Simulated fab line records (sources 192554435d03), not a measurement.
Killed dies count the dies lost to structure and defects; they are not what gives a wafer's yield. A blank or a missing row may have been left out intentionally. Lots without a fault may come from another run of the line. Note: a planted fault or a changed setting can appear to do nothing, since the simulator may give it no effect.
Chamber matching    flow n5_finfet    N5_BEOL_M0_CUTY_DESCUM_61 on rie_diel-05 has 4 sister chambers
The step chemistry O2, time 7.9 s. 20 wafers are shown with their chamber, then 10 later ones without.

== WAFERS, EACH WITH ITS CHAMBER ==
wafer   chamber  drypump_motor_current_A (A)  throttle_valve_pct (%)  showerhead_plenum_p_Torr (Torr)
L075.3  2        5.7                          20.6                    2.08
L075.4  1        5.5                          20.7                    2.06
L075.6  2        5.7                          20.6                    2.08
L076.1  3        6.3                          20.0                    2.08
L076.3  2        5.7                          20.6                    2.07
L076.5  2        5.7                          20.6                    2.08
L080.3  1        5.5                          20.7                    2.05
L080.5  3        6.3                          20.0                    2.08
L080.6  2        5.7                          20.7                    2.07
L082.1  0        4.7                          20.1                    2.14
L082.4  1        5.6                          20.7                    2.05
L082.5  2        5.8                          20.7                    2.07
L084.2  3        6.3                          20.1                    2.07
L084.4  1        5.6                          20.7                    2.05
L084.5  2        5.7                          20.7                    2.07
L091.2  2        5.8                          20.7                    2.06
L091.5  0        4.7                          20.2                    2.13
L091.6  1        5.6                          20.7                    2.04
L092.1  3        6.3                          20.1                    2.07
L092.2  2        5.8                          20.7                    2.06

SIGNATURES (averages over the wafers above)
reading                   chamber 0  chamber 1  chamber 2  chamber 3  scatter within a chamber
drypump_motor_current_A   4.700      5.560      5.733      6.300      0.0447
throttle_valve_pct        20.150     20.700     20.656     20.050     0.0482
showerhead_plenum_p_Torr  2.1350     2.0500     2.0711     2.0750     0.00724
Rule: a wafer lies at a distance from a chamber equal to the root of the sum of squares, over the readings, of (its reading less the chamber's mean, divided by the reading's scatter). The wafer belongs to the nearest chamber; if the next one is less than 2 further off, it can't be placed. The scatter is the square root of a quotient: the sum, over the shown wafers, of each reading's squared deviation from its chamber's mean, divided by wafers minus chambers.

== WAFERS WHOSE CHAMBER IS MISSING ==
wafer   drypump_motor_current_A (A)  throttle_valve_pct (%)  showerhead_plenum_p_Torr (Torr)
L092.5  6.3                          20.1                    2.07
L093.3  5.7                          20.7                    2.06
L093.4  4.7                          20.2                    2.13
L093.6  5.7                          20.7                    2.06
L094.3  6.3                          20.1                    2.07
L094.4  5.8                          20.7                    2.06
L094.5  5.6                          20.7                    2.04
L097.1  6.3                          20.1                    2.07
L097.3  5.6                          20.7                    2.04
L097.6  6.3                          20.1                    2.07

== CHAMBER TAKEN BY EACH ==
wafer   from the rows above      in truth
L092.5  3                        3
L093.3  can't be placed: 2 or 1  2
L093.4  0                        0
L093.6  can't be placed: 2 or 1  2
L094.3  3                        3
L094.4  2                        2
L094.5  1                        1
L097.1  3                        3
L097.3  1                        1
L097.6  3                        3
Correctly placed: 8 of 10. Cannot be placed on the basis of these rows: 2; the candidates contain the true chamber in 2. Wrongly placed: 0.
